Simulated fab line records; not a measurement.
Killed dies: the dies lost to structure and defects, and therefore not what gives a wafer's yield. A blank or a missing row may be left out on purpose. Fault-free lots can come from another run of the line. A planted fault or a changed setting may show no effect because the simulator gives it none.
A struck lot beside a sound one / flow nand harc / 14 steps out of a route of 1302
Sound: wafers L511.1, L511.5, L511.6. Wafers L514.1, L514.4, L514.5 were the ones struck. The cause comes at the end.
Each step with rows lists, per side, the tool, then ch with its chambers, then its first start. Under that, the readings that differ: sound wafers / struck wafers / difference of the means / sigmas: that difference in standard deviations of wafers without a fault.
alike: words and numbers the same on both sides, and readings whose means are apart by under 2 such deviations; not compared: readings that were withheld, readings missing a value for some wafer, numbers with overlapping values and no deviation given by the record, and bounds like >300 which may hide the same value.
The two part at a step that has a row with sigmas, a row that says differs or no value, or rows on one side only. Numbers that have no deviation but don't overlap get no sigmas and don't part them. Lack of a reading on every wafer of one side parts them only where that side has two or more wafers.

first, 7 steps without rows for these wafers: NHARC_P_STI_SRD_35; NHARC_P_STI_ETCH_36 (etches SiO2 in dHF, target depth 38.8 nm); NHARC_P_STI_STRIP_24 (strips Si3N4 in H3PO4); NHARC_P_STI_ETCH_37 (etches SiO2 in dHF, target depth 11 nm); NHARC_P_STI_PRECLEAN_38 (cleans in SC1); NHARC_P_STI_SRD_39; NHARC_P_STI_OXIDE_40 (material SiO2, target thk 10 nm, ox time 1362 s).
NHARC_P_STI_INSPECT_25:
  sound on defect inspect-02, day 5 15:02; struck on defect inspect-02, day 7 00:06
  alike: raw defect count
then, 3 steps without rows for these wafers: NHARC_P_GATE_ETCH_69 (etches SiO2 in dHF, target depth 14 nm); NHARC_P_GATE_PRECLEAN_70 (cleans in SC1); NHARC_P_GATE_SRD_01.
NHARC_P_GATE_OXIDE_02: material SiO2, target thk 37.5 nm, ox time 365 s.
  sound on furnace-01 ch 0, day 5 18:45; struck on furnace-06 ch 0, day 7 08:08
  alike: zone power bottom pct, zone power top pct
then, 1 step without rows for these wafers: NHARC_P_GATE_DEHYDRATE_03 (time 120 s).
-- break in the record here, with 20 days between the starts of the struck wafers on either side (left off in module P_GATE, picked up again in module END, where the first step shown is number 1302 on the route) --
NHARC_END_SORT_01:
  sound on prober-01 ch 0, day 25 19:26; struck on prober-01 ch 0, day 27 00:44
reading=killed at periphery; sound=1 9 3; struck=584 596 608; difference=+592; sigmas=+99 or more
reading=killed dies; sound=54 51 57; struck=677 677 677; difference=+623; sigmas=+39
reading=killed short; sound=3 6 2; struck=0 1 1; difference=-3; sigmas=-2
  alike: killed at array, killed at other, killed open

WHERE THEY PART
Within this record, at NHARC_END_SORT_01 only.

WHY: the cause the simulator had injected
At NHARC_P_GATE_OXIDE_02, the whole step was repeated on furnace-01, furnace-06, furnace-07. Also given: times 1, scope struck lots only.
